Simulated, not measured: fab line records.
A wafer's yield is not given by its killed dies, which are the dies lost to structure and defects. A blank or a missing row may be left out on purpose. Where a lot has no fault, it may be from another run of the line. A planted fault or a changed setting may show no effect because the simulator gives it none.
fab line records	flow n5Finfet	part 2 of 2: steps 5 to 6 of 6
[record] lots = 23	wafers = 69	lastDay = 20
route steps=1938 shown FIN_SAQP@144 FIN_CUT@169
lots that met no fault: from a run of the same line without faults
startH: hours from the record's first day to the start of the lot's first wafer shown	waitH: hours elapsed since this lot's preceding step	" the same as in the row above	L1.1+2: one row covering several wafers at once	- either no value or no given start	* or withheld: withheld	< > ~ a bound
route shown NAME@n: a module of which the file shows steps, and the number in the route of the first	usual: mean and standard deviation over wafers with no fault	same: alike in all rows	chamber/n: place in a boat	sites: readings site by site	_std_site: the standard deviation of these	_edge_site: the outer-site mean with the inner-site mean subtracted	radiusMm: for every site, how far away it sits from the centre of the wafer	mask NAME#n: copy n	behind: the tool/chamber that last shaped the wafer	hold: the reason the lot was held/the length of the hold in hours/how it ended	device: the n, p or np transistor that did not switch	end of line: at the end of the route, the tests of the same wafers	a step without rows: its recipe alone	killed: dies lost to structure and defects at the first sort, not the wafer's yield	map: a wafer's dies, marking killed ones x, the rest . and places with no die _
set.NAME: the setting the step ran with; set.NAME@STEP: the setting that earlier step ran with	model.NAME: the simulator's own value behind a step, which no gauge read
the route's steps for a sample of lots (tables are steps, rows are wafers)
services: a tool's chamber out of use, with start hour (startH, from the record's first day; less than 0 if before it), hours out, and reason
[[steps]]
[step N5_FIN_CUT_PRECLEAN_35]
[recipe] timeS = 13.3	tempC = 45	pressureTorr = 125	pHfTorr = 3	pCoreactantTorr = 25	chemistry = vHF
[usual] drypumpMotorCurrentA = 5.3/0.35	forelinePTorr = 0.1280/0.00044	pressureTorr = 125.01/0.24
lot.wafer	tool	chamber	startH	waitH	drypumpMotorCurrentA	forelinePTorr	pressureTorr
L074.2	vaporEtch-02	1	27.62	0.0	5.4	0.1277	125.07
L074.4	"	1	"	"	5.4	0.1276	125.55
L074.6	"	0	"	"	5.8	0.1273	125.67
L075.2	vaporEtch-01	0	34.32	0.2	4.8	0.1278	125.48
L075.4	"	0	"	"	4.8	0.1279	124.89
L075.5	"	0	"	"	4.8	0.1277	125.22
L076.3	vaporEtch-02	1	41.77	0.1	5.4	0.1286	125.00
L076.4	"	0	"	"	5.8	0.1278	124.94
L076.5	"	1	"	"	5.4	0.1282	124.95
L077.1	vaporEtch-02	0	45.61	0.0	5.8	0.1279	125.47
L077.5	"	0	"	"	5.7	0.1279	125.03
L077.6	"	1	"	"	5.4	0.1289	124.79
L078.1	vaporEtch-01	0	52.07	0.0	4.8	0.1285	124.63
L078.4	"	1	"	"	5.3	0.1277	124.99
L078.5	"	0	"	"	4.7	0.1282	125.01
L079.1	vaporEtch-01	1	58.44	0.0	5.4	0.1279	125.00
L079.2	"	0	"	"	4.8	0.1282	124.83
L079.3	"	0	"	"	4.8	0.1284	124.80
L080.1	vaporEtch-01	0	63.59	0.0	4.8	0.1279	124.63
L080.2	"	1	"	"	5.4	0.1276	125.12
L080.4	"	0	"	"	4.8	0.1276	124.70
L081.2	vaporEtch-01	1	69.87	0.0	5.4	0.1290	124.51
L081.3	"	0	"	"	4.8	0.1282	124.70
L081.4	"	1	"	"	5.4	0.1288	124.90
L082.3	vaporEtch-02	0	75.31	0.1	5.7	0.1281	124.91
L082.5	"	0	"	"	5.7	0.1285	125.04
L082.6	"	1	"	"	5.4	0.1273	125.00
L083.1	vaporEtch-01	0	82.44	0.0	4.8	0.1280	125.13
L083.3	"	0	"	"	4.8	0.1277	125.04
L083.5	"	1	"	"	5.4	0.1286	124.95
L084.3	vaporEtch-02	1	90.88	0.1	5.4	0.1284	124.61
L084.5	"	0	"	"	5.8	0.1281	124.52
L084.6	"	1	"	"	5.4	0.1280	124.89
L085.3	vaporEtch-02	1	95.78	0.1	5.4	0.1276	124.97
L085.4	"	0	"	"	5.7	0.1271	124.91
L085.6	"	1	"	"	5.4	0.1274	125.26
L086.2	vaporEtch-01	1	101.61	0.0	5.4	0.1275	124.98
L086.3	"	0	"	"	4.8	0.1281	125.34
L086.5	"	1	"	"	5.4	0.1276	124.70
L087.1	vaporEtch-02	1	106.29	0.0	5.4	0.1280	124.89
L087.2	"	0	"	"	5.7	0.1280	125.20
L087.5	"	1	"	"	5.4	0.1281	124.71
L088.1	vaporEtch-01	1	111.31	0.0	5.4	0.1285	125.12
L088.3	"	0	"	"	4.8	0.1277	124.99
L088.6	"	1	"	"	5.4	0.1285	125.22
L090.4	vaporEtch-02	1	124.06	0.1	5.4	0.1285	125.15
L090.5	"	1	"	"	5.4	0.1284	125.08
L090.6	"	0	"	"	5.7	0.1278	125.24
L091.2	vaporEtch-02	0	129.94	0.0	5.8	0.1277	125.11
L091.4	"	1	"	"	5.4	0.1273	125.03
L091.6	"	0	"	"	5.8	0.1275	124.86
L092.3	vaporEtch-01	0	137.05	0.1	4.8	0.1279	124.93
L092.4	"	1	"	"	5.4	0.1279	124.94
L092.5	"	0	"	"	4.8	0.1277	124.78
L093.1	vaporEtch-01	1	142.12	0.0	5.4	0.1279	125.44
L093.2	"	0	"	"	4.8	0.1277	124.81
L093.6	"	1	"	"	5.3	0.1275	125.20
L094.1	vaporEtch-01	1	148.50	0.0	5.4	0.1276	125.46
L094.2	"	0	"	"	4.8	0.1279	125.24
L094.6	"	1	"	"	5.4	0.1280	124.69
L095.2	vaporEtch-02	1	154.83	0.0	5.4	0.1285	124.43
L095.3	"	0	"	"	5.8	0.1275	125.17
L095.6	"	0	"	"	5.7	0.1278	125.15
L096.1	vaporEtch-02	0	159.81	0.0	5.7	0.1289	124.90
L096.2	"	1	"	"	5.4	0.1280	125.26
L096.4	"	0	"	"	5.8	0.1284	125.61
L097.1	vaporEtch-01	1	168.68	0.0	5.4	0.1279	124.98
L097.2	"	0	"	"	4.8	0.1276	124.97
L097.4	"	0	"	"	4.8	0.1280	125.20
[step N5_FIN_CUT_CUT_ETCH_28]
[recipe] chemistry = HBr/Cl2/O2	target = Si	targetDepthA = 60	maskMaterial = SOC	timeS = 2.4	ionEnergyEv = *	biasW = *	pressureMtorr = 10	icpW = 800	HBr_flow_sccm = 150	Cl2_flow_sccm = 80	O2_flow_sccm = 12
[usual] drypumpMotorCurrentA = 6.0/0.41	oesProductAu = 1.006/0.018	throttleValvePct = 37.2/0.38
lot.wafer	tool	chamber	startH	waitH	drypumpMotorCurrentA	oesProductAu	rfHoursCounterH	throttleValvePct
L074.2	rieSi-06	1	27.75	0.0	6.1	1.016	32	36.8
L074.4	"	3	"	"	6.3	1.012	192	37.0
L074.6	"	1	"	"	6.1	1.015	-	36.8
L075.2	rieSi-03	2	34.45	0.0	6.5	0.975	6	37.3
L075.4	"	3	"	"	6.0	1.014	82	38.2
L075.5	"	0	"	"	5.3	1.021	-	37.6
L076.3	rieSi-04	3	41.89	0.0	5.8	0.992	195	36.9
L076.4	"	1	"	"	6.3	1.027	40	37.4
L076.5	"	2	"	"	6.3	1.012	-	36.9
L077.1	rieSi-06	3	45.74	0.0	6.3	1.017	193	37.0
L077.5	"	3	"	"	6.3	1.003	-	37.0
L077.6	"	0	"	"	5.6	0.999	-	36.9
L078.1	rieSi-03	2	52.21	0.0	6.5	0.965	6	37.3
L078.4	"	3	"	"	6.0	1.012	82	38.2
L078.5	"	0	"	"	5.4	1.019	-	37.6
L079.1	rieSi-06	2	58.58	0.0	5.3	0.985	197	37.2
L079.2	"	0	"	"	5.6	0.998	88	36.8
L079.3	"	3	"	"	6.3	1.005	193	37.0
L080.1	rieSi-04	1	63.72	0.0	6.3	1.028	40	37.4
L080.2	"	2	"	"	6.4	1.011	109	36.9
L080.4	"	3	"	"	5.8	0.985	196	36.9
L081.2	rieSi-03	1	70.00	0.0	6.4	1.031	26	36.7
L081.3	"	3	"	"	6.0	1.010	83	38.2
L081.4	"	0	"	"	5.4	1.021	58	37.6
L082.3	rieSi-06	0	75.43	0.0	5.6	0.997	88	36.9
L082.5	"	3	"	"	6.3	1.015	-	37.0
L082.6	"	2	"	"	5.3	0.981	-	37.2
L083.1	rieSi-03	1	82.57	0.0	6.4	1.029	26	36.7
L083.3	"	3	"	"	6.0	1.019	83	38.2
L083.5	"	0	"	"	5.4	1.030	-	37.6
L084.3	rieSi-04	1	90.99	0.0	6.3	1.021	41	37.4
L084.5	"	3	"	"	5.8	0.992	-	36.9
L084.6	"	2	"	"	6.3	1.009	-	36.9
L085.3	rieSi-03	3	95.89	0.0	6.0	1.014	83	38.2
L085.4	"	0	"	"	5.4	1.030	58	37.6
L085.6	"	0	"	"	5.4	1.026	-	37.6
L086.2	rieSi-04	1	101.75	0.0	6.3	1.030	41	37.4
L086.3	"	3	"	"	5.8	0.982	196	36.9
L086.5	"	2	"	"	6.4	1.011	-	36.9
L087.1	rieSi-06	2	106.43	0.0	5.3	0.978	198	37.2
L087.2	"	3	"	"	6.3	1.012	194	36.9
L087.5	"	0	"	"	5.6	1.001	-	36.8
L088.1	rieSi-03	2	111.44	0.0	6.5	0.975	7	37.3
L088.3	"	3	"	"	6.0	1.023	83	38.2
L088.6	"	0	"	"	5.3	1.025	-	37.6
L090.4	rieSi-06	1	124.18	0.0	6.1	1.003	34	36.9
L090.5	"	3	"	"	6.3	1.011	-	36.9
L090.6	"	0	"	"	5.6	1.000	-	36.8
L091.2	rieSi-04	1	130.07	0.0	6.3	1.023	42	37.4
L091.4	"	0	"	"	5.8	0.985	-	37.5
L091.6	"	1	"	"	6.3	1.017	-	37.4
L092.3	rieSi-04	1	137.16	0.0	6.3	1.024	42	37.4
L092.4	"	2	"	"	6.3	1.004	-	36.9
L092.5	"	1	"	"	6.3	1.015	-	37.4
L093.1	rieSi-04	0	142.26	0.0	5.8	0.992	156	37.6
L093.2	"	1	"	"	6.3	1.023	42	37.4
L093.6	"	0	"	"	5.8	0.986	-	37.5
L094.1	rieSi-04	2	148.63	0.0	6.4	1.010	111	36.9
L094.2	"	1	"	"	6.3	1.023	42	37.4
L094.6	"	1	"	"	6.3	1.022	-	37.4
L095.2	rieSi-06	0	154.97	0.0	5.6	1.005	89	36.8
L095.3	"	1	"	"	6.1	1.005	34	36.9
L095.6	"	0	"	"	5.6	1.007	-	36.9
L096.1	rieSi-03	0	159.95	0.0	5.4	1.023	59	37.6
L096.2	"	1	"	"	6.4	1.032	27	36.7
L096.4	"	1	"	"	6.3	1.028	-	36.7
L097.1	rieSi-06	1	168.82	0.0	6.1	1.006	35	36.9
L097.2	"	3	"	"	6.3	0.992	0	37.1
L097.4	"	2	"	"	5.3	0.974	1	37.1
[[services]]
tool	chamber	startH	hours	kind
rieSi-04	3	4.75	2.0	repair
rieDiel-03	2	12.43	5.6	repair
vaporEtch-01	-	39.24	2.8	pm
rieDiel-05	3	52.46	7.1	repair
rieDiel-05	-	66.04	5.2	repair
rieDiel-01	1	88.33	1.7	repair
rieDiel-04	0	98.61	-	clean
rieDiel-04	0	98.61	-	consumableReplace:focusRing
rieDiel-04	0	98.61	15.3	scheduledDown
rieDiel-03	-	107.77	2.8	pm
rieDiel-01	1	111.49	9.7	repair
rieDiel-02	1	125.47	2.9	repair
rieSi-03	1	129.82	11.1	repair
rieDiel-06	0	130.10	4.0	repair
rieSi-03	-	131.25	1.3	repair
rieSi-04	-	134.08	0.9	repair
rieDiel-05	-	154.02	2.8	pm
rieDiel-02	1	154.53	9.8	repair
rieDiel-03	1	154.81	-	clean
rieDiel-03	1	154.81	-	consumableReplace:focusRing
rieDiel-03	1	154.81	34.2	scheduledDown
rieDiel-03	1	154.81	34.2	ventCycle
rieSi-03	3	155.78	5.0	repair
rieDiel-01	3	156.77	43.4	repair
